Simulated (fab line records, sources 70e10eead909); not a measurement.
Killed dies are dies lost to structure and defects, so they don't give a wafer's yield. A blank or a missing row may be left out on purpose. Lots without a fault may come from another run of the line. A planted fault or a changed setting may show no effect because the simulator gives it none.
Chamber matching | flow nand_harc | NHARC_A_CHANNEL_HOLE_D1_ETCH_44 on rie_diel-08: 4 sister chambers
The step etches the open film in CF4/O2, target depth 140 nm, overetch 14 nm, time 77 s. 16 wafers are shown with their chamber, then 8 later ones without.

WAFERS WITH THEIR CHAMBER
wafer  | chamber | drypump_motor_current_A (A) | rf_vpp_V (V) | oes_product_au (a.u.)
L476.2 | 3       | 6.0                         | 196.4        | 0.986
L476.5 | 3       | 6.0                         | 195.7        | 0.992
L476.6 | 1       | 4.9                         | 199.8        | 1.004
L475.1 | 1       | 4.9                         | 198.9        | 1.003
L475.2 | 2       | 6.5                         | 198.7        | 0.991
L475.5 | 2       | 6.4                         | 198.1        | 0.990
L486.3 | 1       | 4.9                         | 198.7        | 1.011
L486.5 | 0       | 5.7                         | 198.5        | 0.993
L486.6 | 3       | 6.0                         | 195.6        | 0.995
L487.1 | 3       | 6.0                         | 196.4        | 0.995
L487.3 | 0       | 5.7                         | 198.7        | 1.004
L487.5 | 0       | 5.7                         | 198.9        | 1.005
L491.1 | 0       | 5.7                         | 198.4        | 1.008
L491.3 | 1       | 4.8                         | 200.9        | 1.023
L491.4 | 3       | 5.9                         | 195.1        | 1.001
L492.1 | 0       | 5.7                         | 199.3        | 1.002

SIGNATURES (means of the wafers above)
reading                 | chamber 0 | chamber 1 | chamber 2 | chamber 3 | scatter within a chamber
drypump_motor_current_A | 5.700     | 4.875     | 6.450     | 5.980     | 0.0413
rf_vpp_V                | 198.760   | 199.575   | 198.400   | 195.840   | 0.644
oes_product_au          | 1.00240   | 1.01025   | 0.99050   | 0.99380   | 0.00648
Rule: a wafer's distance from a chamber is the root of the sum, over the readings, of the square of ((its reading less the chamber's mean) divided by the reading's scatter). The wafer belongs to the nearest chamber; if the next one is less than 2 further off, it can't be placed. The scatter: the root of (the sum of the squares of (reading less its chamber's mean) over the shown wafers, divided by (wafers less chambers)).

WAFERS WITHOUT THEIR CHAMBER
wafer  | drypump_motor_current_A (A) | rf_vpp_V (V) | oes_product_au (a.u.)
L492.4 | 6.5                         | 198.2        | 0.994
L492.5 | 6.5                         | 198.6        | 0.991
L493.2 | 6.0                         | 197.5        | 1.002
L493.3 | 5.7                         | 197.9        | 1.013
L493.5 | 5.7                         | 200.8        | 1.000
L494.2 | 6.5                         | 199.3        | 0.985
L494.4 | 4.9                         | 199.8        | 1.014
L494.5 | 5.7                         | 199.4        | 1.000

WHICH CHAMBER EACH WENT THROUGH
wafer  | from the rows above | in truth
L492.4 | 2                   | 2
L492.5 | 2                   | 2
L493.2 | 3                   | 3
L493.3 | 0                   | 0
L493.5 | 0                   | 0
L494.2 | 2                   | 2
L494.4 | 1                   | 1
L494.5 | 0                   | 0
Placed correctly: 8 of 8. Can't be placed from these rows: 0. Placed wrongly: 0.
